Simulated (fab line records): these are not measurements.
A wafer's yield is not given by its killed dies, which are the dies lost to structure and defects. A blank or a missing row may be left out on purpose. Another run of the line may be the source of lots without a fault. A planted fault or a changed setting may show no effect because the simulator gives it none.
Matching of chambers :: flow n5Finfet :: N5_BEOL_M8_ILD_DEP_00 on pecvd-01 has 3 sister chambers
The step deposits SiCOH lowk from DEMS/porogen, target thk 179.75 nm, time 33.4 s. 14 wafers are shown with their chamber, then 7 later ones without.

WAFERS WITH THEIR CHAMBER
wafer: L076.3
chamber: 0
throttleValvePct (%): 14.5
heaterPowerW (W): 334
showerheadPlenumPTorr (Torr): 5.739

wafer: L076.5
chamber: 2
throttleValvePct (%): 13.1
heaterPowerW (W): 298
showerheadPlenumPTorr (Torr): 5.716

wafer: L076.6
chamber: 0
throttleValvePct (%): 14.5
heaterPowerW (W): 344
showerheadPlenumPTorr (Torr): 5.734

wafer: L082.4
chamber: 1
throttleValvePct (%): 12.7
heaterPowerW (W): 429
showerheadPlenumPTorr (Torr): 5.731

wafer: L082.5
chamber: 2
throttleValvePct (%): 13.2
heaterPowerW (W): 294
showerheadPlenumPTorr (Torr): 5.721

wafer: L082.6
chamber: 0
throttleValvePct (%): 14.7
heaterPowerW (W): 312
showerheadPlenumPTorr (Torr): 5.747

wafer: L085.2
chamber: 2
throttleValvePct (%): 13.1
heaterPowerW (W): 295
showerheadPlenumPTorr (Torr): 5.709

wafer: L085.3
chamber: 0
throttleValvePct (%): 15.0
heaterPowerW (W): 307
showerheadPlenumPTorr (Torr): 5.746

wafer: L085.5
chamber: 2
throttleValvePct (%): 13.3
heaterPowerW (W): 292
showerheadPlenumPTorr (Torr): 5.722

wafer: L083.4
chamber: 0
throttleValvePct (%): 14.8
heaterPowerW (W): 317
showerheadPlenumPTorr (Torr): 5.726

wafer: L083.5
chamber: 2
throttleValvePct (%): 13.2
heaterPowerW (W): 275
showerheadPlenumPTorr (Torr): 5.731

wafer: L083.6
chamber: 1
throttleValvePct (%): 12.6
heaterPowerW (W): 386
showerheadPlenumPTorr (Torr): 5.736

wafer: L084.3
chamber: 0
throttleValvePct (%): 14.6
heaterPowerW (W): 284
showerheadPlenumPTorr (Torr): 5.745

wafer: L084.4
chamber: 0
throttleValvePct (%): 14.9
heaterPowerW (W): 303
showerheadPlenumPTorr (Torr): 5.732

SIGNATURES (means of the wafers above)
reading: throttleValvePct
chamber 0: 14.714
chamber 1: 12.650
chamber 2: 13.180
scatter within a chamber: 0.154

reading: heaterPowerW
chamber 0: 314.43
chamber 1: 407.50
chamber 2: 290.80
scatter within a chamber: 18.2

reading: showerheadPlenumPTorr
chamber 0: 5.73843
chamber 1: 5.73350
chamber 2: 5.71980
scatter within a chamber: 0.00778
Rule: for a wafer and a chamber, the distance is found by dividing, reading by reading, the gap between the wafer's reading and the chamber's mean by the reading's scatter, squaring, summing and taking the root. The wafer belongs to the nearest chamber; if the next one is less than 2 further off, it can't be placed. How the scatter is found: for the shown wafers, subtract from each reading the mean of its chamber, square and add these, divide the total by (wafers less chambers), then take the root.

WAFERS WITH NO CHAMBER GIVEN
wafer: L084.5
throttleValvePct (%): 12.6
heaterPowerW (W): 384
showerheadPlenumPTorr (Torr): 5.735

wafer: L086.1
throttleValvePct (%): 12.8
heaterPowerW (W): 423
showerheadPlenumPTorr (Torr): 5.731

wafer: L086.3
throttleValvePct (%): 13.5
heaterPowerW (W): 268
showerheadPlenumPTorr (Torr): 5.724

wafer: L086.5
throttleValvePct (%): 13.1
heaterPowerW (W): 284
showerheadPlenumPTorr (Torr): 5.717

wafer: L087.1
throttleValvePct (%): 14.7
heaterPowerW (W): 292
showerheadPlenumPTorr (Torr): 5.740

wafer: L087.3
throttleValvePct (%): 12.5
heaterPowerW (W): 429
showerheadPlenumPTorr (Torr): 5.722

wafer: L087.6
throttleValvePct (%): 14.8
heaterPowerW (W): 301
showerheadPlenumPTorr (Torr): 5.734

THE CHAMBER EACH PASSED THROUGH
wafer: L084.5
from the rows above: 1
in truth: 1

wafer: L086.1
from the rows above: 1
in truth: 1

wafer: L086.3
from the rows above: 2
in truth: 2

wafer: L086.5
from the rows above: 2
in truth: 2

wafer: L087.1
from the rows above: 0
in truth: 0

wafer: L087.3
from the rows above: 1
in truth: 1

wafer: L087.6
from the rows above: 0
in truth: 0
Placed correctly: 7 of 7. Not placeable from these rows: 0. Number placed wrongly: 0.
